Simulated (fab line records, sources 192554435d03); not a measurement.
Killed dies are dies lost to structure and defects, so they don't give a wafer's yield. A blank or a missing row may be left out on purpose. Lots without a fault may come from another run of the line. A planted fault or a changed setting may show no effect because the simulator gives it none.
Which tool did it? | flow n5_finfet | 24 lots, 72 wafers sampled, at 6 steps of a route of 1938

WHAT THE GAUGES READ, wafer by wafer
N5_STI_FIN_REVEAL_THK_MEAS_05. Usual: thk_nm 131.9 nm, standard deviation 1.1.
lot  | measured    | on            | thk_nm (nm)       | flag
L074 | day 2 10:32 | film_metro-02 | 133.3 133.6 131.8 |
L075 | day 2 19:56 | film_metro-01 | 131.5 130.2 130.3 |
L076 | day 2 22:04 | film_metro-01 | 130.9 132.0 131.9 |
L077 | day 3 04:35 | film_metro-01 | 131.8 133.4 131.9 |
L078 | day 3 09:39 | film_metro-02 | 132.6 132.6 130.4 |
L079 | day 3 14:38 | film_metro-02 | 130.6 129.9 130.5 |
L080 | day 3 21:56 | film_metro-01 | 132.4 133.2 132.8 |
L081 | day 4 03:12 | film_metro-02 | 133.4 132.5 133.6 |
L082 | day 4 11:09 | film_metro-01 | 131.9 133.4 133.9 |
L083 | day 4 16:11 | film_metro-01 | 132.7 131.8 132.1 |
L084 | day 5 00:09 | film_metro-01 | 130.7 130.8 129.7 |
L085 | day 5 04:25 | film_metro-01 | 132.3 131.5 131.8 |
L086 | day 5 12:23 | film_metro-01 | 133.3 132.8 131.5 |
L087 | day 5 17:34 | film_metro-02 | 133.1 133.3 132.3 |
L088 | day 5 22:50 | film_metro-02 | 132.5 132.6 132.6 |
L089 | day 6 04:53 | film_metro-02 | 131.0 129.9 130.8 |
L090 | day 6 10:32 | film_metro-01 | 129.8 130.4 131.8 |
L091 | day 6 15:09 | film_metro-02 | 131.9 131.3 131.3 |
L092 | day 6 20:58 | film_metro-02 | 131.3 131.7 132.4 |
L093 | day 7 09:14 | film_metro-02 | 133.6 132.0 133.3 |
L094 | day 7 11:05 | film_metro-01 | 131.0 131.2 131.5 |
L095 | day 7 16:08 | film_metro-02 | 131.5 130.3 131.3 |
L096 | day 7 21:38 | film_metro-02 | 131.4 132.1 131.7 |
L097 | day 8 03:26 | film_metro-01 | 131.8 131.6 133.5 |

WHICH TOOL RAN EACH LOT (tool, then ch and the chambers of the sampled wafers, then the start)
lot  | N5_WELL_APT_RTA_34              | N5_PMOS_HMC_CHANNEL_EPI_CMP_21 | N5_FIN_SAQP_FIN_ETCH_36         | N5_FIN_CUT_CUT_ETCH_28          | N5_STI_FIN_REVEAL_ALD_14
L074 | rtp_anneal-02 ch 0, day 1 15:50 | cmp-02 ch 1,2,3, day 1 19:29   | rie_si-03 ch 0,1,3, day 2 03:24 | rie_si-04 ch 0,1,3, day 2 04:53 | ald_sin-01 ch 1,2,3, day 2 05:12
L075 | rtp_anneal-01 ch 0, day 1 23:21 | cmp-04 ch 1,2, day 2 03:18     | rie_si-03 ch 1,2,3, day 2 10:47 | rie_si-04 ch 1,2,3, day 2 12:38 | ald_sin-03 ch 0,1,3, day 2 13:58
L076 | rtp_anneal-01 ch 0, day 2 04:07 | cmp-03 ch 0,1,3, day 2 08:29   | rie_si-03 ch 0,1,3, day 2 15:02 | rie_si-04 ch 1,2,3, day 2 16:25 | ald_sin-02 ch 0,1,3, day 2 16:43
L077 | rtp_anneal-01 ch 0, day 2 10:01 | cmp-02 ch 0,3, day 2 14:11     | rie_si-06 ch 1,3, day 2 20:29   | rie_si-04 ch 1,2, day 2 21:59   | ald_sin-02 ch 0,1,3, day 2 22:40
L078 | rtp_anneal-02 ch 0, day 2 15:58 | cmp-02 ch 0,1,3, day 2 19:38   | rie_si-01 ch 1,2,3, day 3 02:29 | rie_si-04 ch 0,1,2, day 3 03:59 | ald_sin-03 ch 1,2,3, day 3 04:19
L079 | rtp_anneal-01 ch 0, day 2 21:56 | cmp-02 ch 0,1,2, day 3 01:19   | rie_si-03 ch 0,2, day 3 07:37   | rie_si-04 ch 0,1, day 3 08:59   | ald_sin-01 ch 0,1,2, day 3 09:17
L080 | rtp_anneal-02 ch 0, day 3 04:18 | cmp-04 ch 0,3, day 3 07:32     | rie_si-03 ch 0,1,3, day 3 14:36 | rie_si-02 ch 0,2,3, day 3 16:09 | ald_sin-01 ch 0,1,3, day 3 16:36
L081 | rtp_anneal-01 ch 0, day 3 09:55 | cmp-04 ch 1,2,3, day 3 13:46   | rie_si-01 ch 1,2,3, day 3 20:11 | rie_si-05 ch 0,1,3, day 3 21:33 | ald_sin-01 ch 0,2,3, day 3 21:52
L082 | rtp_anneal-01 ch 0, day 3 16:29 | cmp-02 ch 0,2, day 3 19:58     | rie_si-03 ch 0,1,2, day 4 03:38 | rie_si-04 ch 0,2, day 4 05:28   | ald_sin-02 ch 0,3, day 4 05:48
L083 | rtp_anneal-01 ch 0, day 3 22:06 | cmp-04 ch 2,3, day 4 01:57     | rie_si-06 ch 0,1, day 4 08:31   | rie_si-04 ch 0,1, day 4 09:53   | ald_sin-01 ch 0,3, day 4 10:52
L084 | rtp_anneal-01 ch 0, day 4 04:56 | cmp-04 ch 0,1,3, day 4 08:50   | rie_si-06 ch 1,2,3, day 4 16:57 | rie_si-04 ch 0,2,3, day 4 18:30 | ald_sin-01 ch 0,1,2, day 4 18:49
L085 | rtp_anneal-01 ch 0, day 4 10:10 | cmp-03 ch 0,2,3, day 4 14:21   | rie_si-06 ch 2,3, day 4 20:37   | rie_si-05 ch 0,1,3, day 4 21:59 | ald_sin-02 ch 0,2,3, day 4 23:02
L086 | rtp_anneal-01 ch 0, day 4 16:12 | cmp-02 ch 0,1,3, day 4 20:13   | rie_si-06 ch 0,1,3, day 5 05:12 | rie_si-05 ch 0,1,3, day 5 06:43 | ald_sin-02 ch 1,2,3, day 5 07:02
L087 | rtp_anneal-01 ch 0, day 4 21:56 | cmp-04 ch 1,2, day 5 01:51     | rie_si-06 ch 0,1,2, day 5 10:08 | rie_si-02 ch 0,1, day 5 11:39   | ald_sin-03 ch 0,2, day 5 12:11
L088 | rtp_anneal-02 ch 0, day 5 04:26 | cmp-04 ch 1,2,3, day 5 08:27   | rie_si-01 ch 0,1,2, day 5 14:56 | rie_si-04 ch 0,1,2, day 5 16:28 | ald_sin-01 ch 1,2, day 5 17:11
L089 | rtp_anneal-01 ch 0, day 5 10:05 | cmp-03 ch 2,3, day 5 14:26     | rie_si-01 ch 0,1,2, day 5 20:52 | rie_si-04 ch 1,3, day 5 23:05   | ald_sin-03 ch 0,3, day 5 23:32
L090 | rtp_anneal-02 ch 0, day 5 16:27 | cmp-04 ch 1,3, day 5 20:25     | rie_si-01 ch 0,3, day 6 03:23   | rie_si-04 ch 0,1,3, day 6 04:53 | ald_sin-01 ch 0,2,3, day 6 05:12
L091 | rtp_anneal-01 ch 0, day 5 22:04 | cmp-04 ch 0,2,3, day 6 01:55   | rie_si-03 ch 1,2, day 6 08:08   | rie_si-05 ch 2,3, day 6 09:30   | ald_sin-03 ch 0,1, day 6 09:49
L092 | rtp_anneal-02 ch 0, day 6 04:03 | cmp-04 ch 0,1, day 6 07:29     | rie_si-03 ch 2,3, day 6 13:41   | rie_si-02 ch 2,3, day 6 15:19   | ald_sin-03 ch 0,2,3, day 6 15:38
L093 | rtp_anneal-02 ch 0, day 6 14:37 | cmp-04 ch 0,2,3, day 6 19:15   | rie_si-06 ch 1,3, day 7 01:59   | rie_si-04 ch 1,2, day 7 03:29   | ald_sin-01 ch 1,2,3, day 7 03:52
L094 | rtp_anneal-02 ch 0, day 6 16:33 | cmp-04 ch 0,1,3, day 6 20:25   | rie_si-03 ch 0,1, day 7 03:21   | rie_si-04 ch 0,1,3, day 7 04:44 | ald_sin-02 ch 0,1,3, day 7 05:44
L095 | rtp_anneal-01 ch 0, day 6 22:19 | cmp-04 ch 1,2,3, day 7 02:17   | rie_si-03 ch 0,3, day 7 08:35   | rie_si-04 ch 0,2, day 7 10:23   | ald_sin-01 ch 0,3, day 7 10:48
L096 | rtp_anneal-01 ch 0, day 7 04:28 | cmp-04 ch 0,1,3, day 7 07:54   | rie_si-03 ch 0,1,2, day 7 14:26 | rie_si-05 ch 1,2,3, day 7 15:47 | ald_sin-02 ch 0,2,3, day 7 16:18
L097 | rtp_anneal-01 ch 0, day 7 10:04 | cmp-04 ch 1,3, day 7 13:31     | rie_si-03 ch 1,2,3, day 7 19:57 | rie_si-05 ch 1,3, day 7 21:19   | ald_sin-03 ch 0,1,2, day 7 21:43
- N5_WELL_APT_RTA_34: time 10 s.
- N5_PMOS_HMC_CHANNEL_EPI_CMP_21: polishes SiGe30, target thk 54 nm.
- N5_FIN_SAQP_FIN_ETCH_36: etches the open film in HBr/Cl2/O2, target depth 120 nm, time 50.4 s.
- N5_FIN_CUT_CUT_ETCH_28: etches Si in HBr/Cl2/O2, target depth 6 nm, time 2.4 s.
- N5_STI_FIN_REVEAL_ALD_14: deposits Si3N4, target thk 3 nm.

WHAT THE TOOLS THEMSELVES READ (means of the sampled wafers that have a number; where no wafer has one, the mark that the record gives instead)
N5_WELL_APT_RTA_34. Usual: anneal_temp_c_max 1004.2, standard deviation 1.2; lamp_power_pct 13.00 %, standard deviation 0.053; wafer_temp_C_max 1003.5, standard deviation 1.1.
lot  | tool          | anneal_temp_c_max | lamp_power_pct (%) | wafer_temp_C_max | flag
L074 | rtp_anneal-02 | 1004.6            | 12.98              | 1004.1           |
L075 | rtp_anneal-01 | 1002.5            | 12.94              | 1005.0           |
L076 | rtp_anneal-01 | 1003.7            | 12.98              | 1003.0           |
L077 | rtp_anneal-01 | 1003.5            | 12.96              | 1003.1           |
L078 | rtp_anneal-02 | 1006.1            | 13.00              | 1002.5           |
L079 | rtp_anneal-01 | 1003.9            | 12.99              | 1003.5           |
L080 | rtp_anneal-02 | 1005.5            | 12.95              | 1003.5           |
L081 | rtp_anneal-01 | 1004.0            | 12.98              | 1002.0           |
L082 | rtp_anneal-01 | 1003.9            | 13.02              | 1003.9           |
L083 | rtp_anneal-01 | 1003.1            | 12.99              | 1002.4           |
L084 | rtp_anneal-01 | 1003.7            | 12.97              | 1004.0           |
L085 | rtp_anneal-01 | 1003.5            | 13.02              | 1004.6           |
L086 | rtp_anneal-01 | 1003.7            | 13.01              | 1002.4           |
L087 | rtp_anneal-01 | 1002.9            | 13.00              | 1003.4           |
L088 | rtp_anneal-02 | 1005.1            | 13.02              | 1002.8           |
L089 | rtp_anneal-01 | 1003.2            | 12.99              | 1003.3           |
L090 | rtp_anneal-02 | 1004.7            | 13.05              | 1003.4           |
L091 | rtp_anneal-01 | 1003.3            | 13.02              | 1003.9           |
L092 | rtp_anneal-02 | 1006.7            | 12.98              | 1003.8           |
L093 | rtp_anneal-02 | 1005.6            | 12.98              | 1003.0           |
L094 | rtp_anneal-02 | 1005.5            | 12.97              | 1003.6           |
L095 | rtp_anneal-01 | 1003.5            | 13.03              | 1004.0           |
L096 | rtp_anneal-01 | 1003.3            | 13.03              | 1004.4           |
L097 | rtp_anneal-01 | 1003.4            | 12.96              | 1003.2           |

N5_PMOS_HMC_CHANNEL_EPI_CMP_21. Usual: motor_current_A 13.1 A, standard deviation 1.5; retaining_ring_pressure_frac 1.000, standard deviation 0.0047; slurry_flow_ml_min 150.0, standard deviation 0.47.
lot  | tool   | motor_current_A (A) | retaining_ring_pressure_frac | slurry_flow_ml_min | flag
L074 | cmp-02 | 12.6                | 1.002                        | 150.5              |
L075 | cmp-04 | 15.2                | 1.000                        | 149.6              |
L076 | cmp-03 | 13.7                | 0.999                        | 149.6              |
L077 | cmp-02 | 13.3                | 1.001                        | 150.1              |
L078 | cmp-02 | 13.3                | 1.002                        | 149.9              |
L079 | cmp-02 | 12.9                | 0.997                        | 149.8              |
L080 | cmp-04 | 11.9                | 0.997                        | 150.0              |
L081 | cmp-04 | 13.4                | 1.000                        | 150.1              |
L082 | cmp-02 | 13.3                | 0.998                        | 149.8              |
L083 | cmp-04 | 12.6                | 1.005                        | 150.2              |
L084 | cmp-04 | 12.8                | 1.003                        | 149.9              |
L085 | cmp-03 | 13.3                | 0.997                        | 149.7              |
L086 | cmp-02 | 13.1                | 1.003                        | 150.2              |
L087 | cmp-04 | 15.1                | 1.004                        | 149.7              |
L088 | cmp-04 | 13.5                | 0.998                        | 150.0              |
L089 | cmp-03 | 12.0                | 0.999                        | 150.2              |
L090 | cmp-04 | 13.7                | 1.000                        | 150.1              |
L091 | cmp-04 | 12.7                | 1.001                        | 149.4              |
L092 | cmp-04 | 13.9                | 1.003                        | 150.0              |
L093 | cmp-04 | 12.4                | 1.002                        | 149.6              |
L094 | cmp-04 | 12.5                | 1.000                        | 150.1              |
L095 | cmp-04 | 13.4                | 0.998                        | 150.1              |
L096 | cmp-04 | 12.5                | 1.005                        | 150.2              |
L097 | cmp-04 | 13.5                | 1.004                        | 150.1              |

N5_FIN_SAQP_FIN_ETCH_36. Usual: O2_flow_sccm 12.00 sccm, standard deviation 0.036; drypump_motor_current_A 5.9 A, standard deviation 0.41; oes_product_au 0.994 a.u., standard deviation 0.026; throttle_valve_pct 35.9 %, standard deviation 0.48.
lot  | tool      | O2_flow_sccm (sccm) | drypump_motor_current_A (A) | oes_product_au (a.u.) | throttle_valve_pct (%) | flag
L074 | rie_si-03 | 11.99               | 5.8                         | 1.007                 | 35.7                   |
L075 | rie_si-03 | 12.01               | 5.8                         | 0.988                 | 35.7                   |
L076 | rie_si-03 | 12.01               | 5.8                         | 1.009                 | 35.7                   |
L077 | rie_si-06 | 11.99               | 5.5                         | 0.980                 | 36.0                   |
L078 | rie_si-01 | 11.99               | 5.7                         | 1.002                 | 36.3                   |
L079 | rie_si-03 | 12.00               | 6.4                         | 1.001                 | 35.6                   |
L080 | rie_si-03 | 11.97               | 5.8                         | 1.009                 | 35.7                   |
L081 | rie_si-01 | 11.99               | 5.6                         | 0.990                 | 36.3                   |
L082 | rie_si-03 | 12.01               | 6.1                         | 1.000                 | 35.5                   |
L083 | rie_si-06 | 11.98               | 5.7                         | 0.996                 | 36.6                   |
L084 | rie_si-06 | 12.02               | 5.7                         | 0.985                 | 36.0                   |
L085 | rie_si-06 | 12.02               | 6.0                         | 1.007                 | 35.8                   |
L086 | rie_si-06 | 11.96               | 5.6                         | 0.981                 | 36.4                   |
L087 | rie_si-06 | 11.99               | 5.8                         | 0.992                 | 36.3                   |
L088 | rie_si-01 | 11.96               | 6.0                         | 0.982                 | 36.4                   |
L089 | rie_si-01 | 11.98               | 6.0                         | 0.982                 | 36.4                   |
L090 | rie_si-01 | 12.02               | 6.1                         | 1.001                 | 36.0                   |
L091 | rie_si-03 | 12.03               | 5.8                         | 0.991                 | 35.3                   |
L092 | rie_si-03 | 11.98               | 5.8                         | 0.977                 | 36.0                   |
L093 | rie_si-06 | 12.00               | 5.4                         | 0.970                 | 36.3                   |
L094 | rie_si-03 | 12.02               | 6.1                         | 1.019                 | 35.5                   |
L095 | rie_si-03 | 11.99               | 5.9                         | 0.988                 | 36.0                   |
L096 | rie_si-03 | 11.99               | 6.1                         | 0.996                 | 35.5                   |
L097 | rie_si-03 | 11.99               | 5.8                         | 0.975                 | 35.7                   |

N5_FIN_CUT_CUT_ETCH_28. Usual: O2_flow_sccm 12.01 sccm, standard deviation 0.031; drypump_motor_current_A 5.6 A, standard deviation 0.44; oes_product_au 1.004 a.u., standard deviation 0.014; throttle_valve_pct 37.2 %, standard deviation 0.37.
lot  | tool      | O2_flow_sccm (sccm) | drypump_motor_current_A (A) | oes_product_au (a.u.) | throttle_valve_pct (%) | flag
L074 | rie_si-04 | 12.04               | 6.0                         | 1.012                 | 37.2                   |
L075 | rie_si-04 | 12.00               | 5.7                         | 1.005                 | 36.9                   |
L076 | rie_si-04 | 12.00               | 5.7                         | 1.004                 | 37.0                   |
L077 | rie_si-04 | 12.01               | 5.6                         | 0.992                 | 36.8                   |
L078 | rie_si-04 | 11.98               | 5.9                         | 1.000                 | 37.2                   |
L079 | rie_si-04 | 12.01               | 5.8                         | 0.998                 | 37.1                   |
L080 | rie_si-02 | 12.03               | 5.8                         | 1.007                 | 37.3                   |
L081 | rie_si-05 | 11.98               | 5.1                         | 0.993                 | 37.4                   |
L082 | rie_si-04 | 12.02               | 5.8                         | 0.999                 | 37.3                   |
L083 | rie_si-04 | 11.99               | 6.1                         | 1.008                 | 37.4                   |
L084 | rie_si-04 | 12.01               | 6.0                         | 1.013                 | 37.3                   |
L085 | rie_si-05 | 12.04               | 5.1                         | 0.993                 | 37.5                   |
L086 | rie_si-05 | 12.01               | 5.1                         | 0.996                 | 37.4                   |
L087 | rie_si-02 | 12.05               | 5.4                         | 0.999                 | 37.7                   |
L088 | rie_si-04 | 12.00               | 5.9                         | 1.002                 | 37.2                   |
L089 | rie_si-04 | 12.00               | 5.8                         | 1.018                 | 36.9                   |
L090 | rie_si-04 | 11.99               | 6.0                         | 1.007                 | 37.2                   |
L091 | rie_si-05 | 11.99               | 5.0                         | 1.007                 | 37.5                   |
L092 | rie_si-02 | 12.02               | 6.1                         | 1.004                 | 36.9                   |
L093 | rie_si-04 | 12.00               | 5.6                         | 0.996                 | 37.0                   |
L094 | rie_si-04 | 12.01               | 6.0                         | 1.011                 | 37.2                   |
L095 | rie_si-04 | 12.03               | 5.8                         | 0.999                 | 37.3                   |
L096 | rie_si-05 | 12.02               | 5.2                         | 1.003                 | 37.5                   |
L097 | rie_si-05 | 12.00               | 5.2                         | 0.993                 | 37.6                   |

N5_STI_FIN_REVEAL_ALD_14. Usual: heater_power_outer_w 529 W, standard deviation 51; heater_power_w 877 W, standard deviation 76.
lot  | tool       | heater_power_outer_w (W) | heater_power_w (W) | flag
L074 | ald_sin-01 | 502                      | 845                |
L075 | ald_sin-03 | 498                      | 874                |
L076 | ald_sin-02 | 569                      | 897                |
L077 | ald_sin-02 | 568                      | 895                |
L078 | ald_sin-03 | 540                      | 882                |
L079 | ald_sin-01 | 489                      | 849                |
L080 | ald_sin-01 | 518                      | 886                |
L081 | ald_sin-01 | 512                      | 868                |
L082 | ald_sin-02 | 614                      | 968                |
L083 | ald_sin-01 | 520                      | 902                |
L084 | ald_sin-01 | 485                      | 827                |
L085 | ald_sin-02 | 582                      | 897                |
L086 | ald_sin-02 | 525                      | 869                |
L087 | ald_sin-03 | 543                      | 929                |
L088 | ald_sin-01 | 502                      | 837                |
L089 | ald_sin-03 | 530                      | 950                |
L090 | ald_sin-01 | 519                      | 849                |
L091 | ald_sin-03 | 494                      | 882                |
L092 | ald_sin-03 | 564                      | 952                |
L093 | ald_sin-01 | 506                      | 833                |
L094 | ald_sin-02 | 568                      | 906                |
L095 | ald_sin-01 | 535                      | 885                |
L096 | ald_sin-02 | 570                      | 915                |
L097 | ald_sin-03 | 527                      | 884                |

THE ANSWER, worked out from the rows above alone
Rule: a lot is off if the mean of its wafers that have a number lies more than 3 standard deviations from the usual mean. A lot without any number at a reading at which 4 lots or more have one is off too. The other lots that the step has rows for count as sound. The gauges are gone through in route order, then the tools' own readings, and for those a lot's mean is taken as printed above. The first step at which some lot is off is used, and at that step the reading that is off furthest; a lot without a number counts as furthest.
No lot is off at any reading shown: from this, nothing can be told.

WHAT THE SIMULATOR HAD PUT IN
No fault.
